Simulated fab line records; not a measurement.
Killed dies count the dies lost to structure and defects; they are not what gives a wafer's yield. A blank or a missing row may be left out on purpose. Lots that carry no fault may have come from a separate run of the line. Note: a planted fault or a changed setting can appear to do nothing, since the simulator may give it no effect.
Split-lot study | flow n5-finfet | 7 lots, 21 wafers read, on a route of 1938 steps

ON THE SPLIT
At N5_BEOL_M6_EXPOSE_08 (exposes mask M6), the setting dose-mj was moved away from the recipe's 68.25 on 9 of the 21 wafers read, by -6.4% to +5.8%. All remaining wafers had this setting at the recipe value.

FROM THE SPLIT TO THE READING: what the file shows between them, 9 steps
- N5_BEOL_M6_PEB_09: peb time 60 s
- N5_BEOL_M6_DEVELOP_10: develop time 30 s
- N5_BEOL_M6_DESCUM_16: chemistry O2, time 7.9 s
- N5_BEOL_M6_ETCH_61: etches SiARC in CF4, target depth 45.5 nm, time 75.8 s
- N5_BEOL_M6_ETCH_62: etches SOC in N2/H2, target depth 110 nm, overetch 22 nm, time 165 s
- N5_BEOL_M6_STRIP_68: strips in N2/H2
- N5_BEOL_M6_STRIP_67: strips in CF4
- N5_BEOL_M6_HM_OPEN_17: chemistry Cl2/BCl3, target TiN, target depth 20 nm, overetch 6 nm
- N5_BEOL_M6_STRIP_19: strips in O2

THE READING
cd-nm, in nm, at N5_BEOL_M6_CD_MEAS_18 (pitch 80 nm, target cd 40 nm). A value of 39.7 nm with a standard deviation of 0.78 nm is what fault-free wafers of this fab line usually give.

wafer  | tool, chamber at the split | dose-mj as run | against the recipe | cd-nm, nm | against lot-mates on the recipe
L075.2 | arfi-scanner-01, 0         | 68.25          | recipe             | 39.8      | -
L075.3 | arfi-scanner-01, 0         | 72.05          | +5.6%              | 42.4      | +2.6
L075.5 | arfi-scanner-01, 0         | 72.05          | +5.6%              | 41.6      | +1.8
L083.1 | arfi-scanner-01, 0         | 68.25          | recipe             | 38.7      | -
L083.2 | arfi-scanner-01, 0         | 68.25          | recipe             | 40.7      | -
L083.5 | arfi-scanner-01, 0         | 68.25          | recipe             | 38.1      | -
L087.2 | arfi-scanner-03, 0         | 68.25          | recipe             | 39.2      | -
L087.5 | arfi-scanner-03, 0         | 72.18          | +5.8%              | 42.4      | +3.2
L087.6 | arfi-scanner-03, 0         | 72.18          | +5.8%              | 42.3      | +3.1
L089.2 | arfi-scanner-01, 0         | 68.25          | recipe             | 40.1      | -
L089.5 | arfi-scanner-01, 0         | 72.04          | +5.6%              | 41.5      | +2.0
L089.6 | arfi-scanner-01, 0         | 68.25          | recipe             | 38.9      | -
L094.1 | arfi-scanner-03, 0         | 72.09          | +5.6%              | 42.0      | +2.3
L094.3 | arfi-scanner-03, 0         | 68.25          | recipe             | 39.7      | -
L094.4 | arfi-scanner-03, 0         | 72.09          | +5.6%              | 42.8      | +3.1
L093.1 | arfi-scanner-03, 0         | 68.25          | recipe             | 40.8      | -
L093.2 | arfi-scanner-03, 0         | 63.88          | -6.4%              | 38.3      | -2.5
L093.5 | arfi-scanner-03, 0         | 63.88          | -6.4%              | 37.0      | -3.8
L095.4 | arfi-scanner-03, 0         | 68.25          | recipe             | 41.1      | -
L095.5 | arfi-scanner-03, 0         | 68.25          | recipe             | 41.9      | -
L095.6 | arfi-scanner-03, 0         | 68.25          | recipe             | 40.4      | -

THE FIT
A straight line over all 21 wafers: cd-nm changes by +0.379 nm for each +1% of dose-mj; r = +0.85; the points scatter about the line by 0.9 nm.
The same after taking each lot's own level away (the mean of its wafers on the recipe; 21 wafers): +0.472 nm for each +1%; r = +0.94; scatter 0.66 nm.
Per that fit: largest dose-mj move, reading shift of 3 nm.
The lots' own levels span 39.17 to 41.13 nm, that is 2.5 times the standard deviation above.
In other words, the slope is changed by the lot-to-lot level; the two fits disagree.
Check: with one of the wafers moved furthest among these (-6.4%) left out of the fit, the line predicts -3.26 nm for it against its lot-mates. It came out at -2.5 nm against them.

THE OTHER SPLITS THESE WAFERS WENT THROUGH
Before the reading, these wafers also passed through other splits. Each is held against what the fit with the lots' levels taken away leaves over:
other split on the same wafers | wafers away from the commonest value | r with cd-nm (lot level and that fit taken away)
N5_BEOL_M5_EXPOSE_25 dose-mj   | 7                                    | -0.23
N5_BEOL_M5_ETCH_68 bias-w      | 11                                   | -0.21
N5_BEOL_M6_ILD_DEP_00 time-s   | 6                                    | -0.10

THE WHOLE CHAIN: every reading that the file lists as answering this split, in the file's order
step                  | what it does                                                      | reading                                                               | change (the file's fit)               | r (the file's)
N5_BEOL_M6_ETCH_61    | etches SiARC in CF4, target depth 45.5 nm, time 75.8 s            | BEOL_M6.cd-offset-nm (the simulator's own value, which no gauge read) | +0.454 nm for each +1% of the setting | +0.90
N5_BEOL_M6_HM_OPEN_17 | chemistry Cl2/BCl3, target TiN, target depth 20 nm, overetch 6 nm | BEOL_M6.cd-offset-nm (the simulator's own value, which no gauge read) | +0.435 nm for each +1% of the setting | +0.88
N5_BEOL_M6_CD_MEAS_18 | pitch 80 nm, target cd 40 nm                                      | cd-nm                                                                 | +0.458 nm for each +1% of the setting | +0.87

FILE'S OWN FIT
cd-nm changes by +0.458 nm for each +1% of dose-mj, r = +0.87.
